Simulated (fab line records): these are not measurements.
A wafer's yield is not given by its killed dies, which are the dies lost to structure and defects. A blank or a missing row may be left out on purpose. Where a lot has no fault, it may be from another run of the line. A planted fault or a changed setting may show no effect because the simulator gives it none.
Which tool was responsible? ; flow nand harc ; 33 wafers sampled from 11 lots at 1 step of a route of 1302

## WHAT THE GAUGES SHOWED, per wafer
NHARC_A_ONON_D1_THK_MEAS_34: measures by ellipsometry.
lot;measured;on;thk nm (nm)
L589;day 8 23:10;film metro-02;193 202 198
L588;day 8 23:11;film metro-01;195 201 197
L592;day 10 01:37;film metro-02;200 202 201
L593;day 10 10:31;film metro-01;202 197 203
L596;day 11 18:13;film metro-01;198 202 205
L597;day 12 02:07;film metro-01;195 200 200
L598;day 12 12:14;film metro-02;200 199 202
L606;day 15 17:47;film metro-02;200 193 201
L609;day 16 22:02;film metro-01;192 193 196
L610;day 17 06:08;film metro-01;197 196 207
L611;day 18 00:23;film metro-01;193 196 197

## EACH LOT AND THE TOOL THAT RAN IT (in order: tool; ch and the chambers of the sampled wafers; start)
The record shows no process step preceding these readings.

## THE ANSWER, worked out from the rows above alone
Rule: the usual values come from the lots themselves. The widest of any qualifying gaps counts: lots, ordered by their means at a reading, are off when they make up no more than a third of the lots, leave a main group of 4 or more, and stand apart from it by 3 or more times the standard deviation of that group's means. A main group is skipped when, at the precision printed for the reading in the tables above, its means are all equal. Also off: a lot with no number at a reading for which 4 or more lots have one. Any other lot the step has rows for is counted as sound.
No lot is off at any reading shown: from this, nothing can be told.

## WHAT THE SIMULATOR PUT IN
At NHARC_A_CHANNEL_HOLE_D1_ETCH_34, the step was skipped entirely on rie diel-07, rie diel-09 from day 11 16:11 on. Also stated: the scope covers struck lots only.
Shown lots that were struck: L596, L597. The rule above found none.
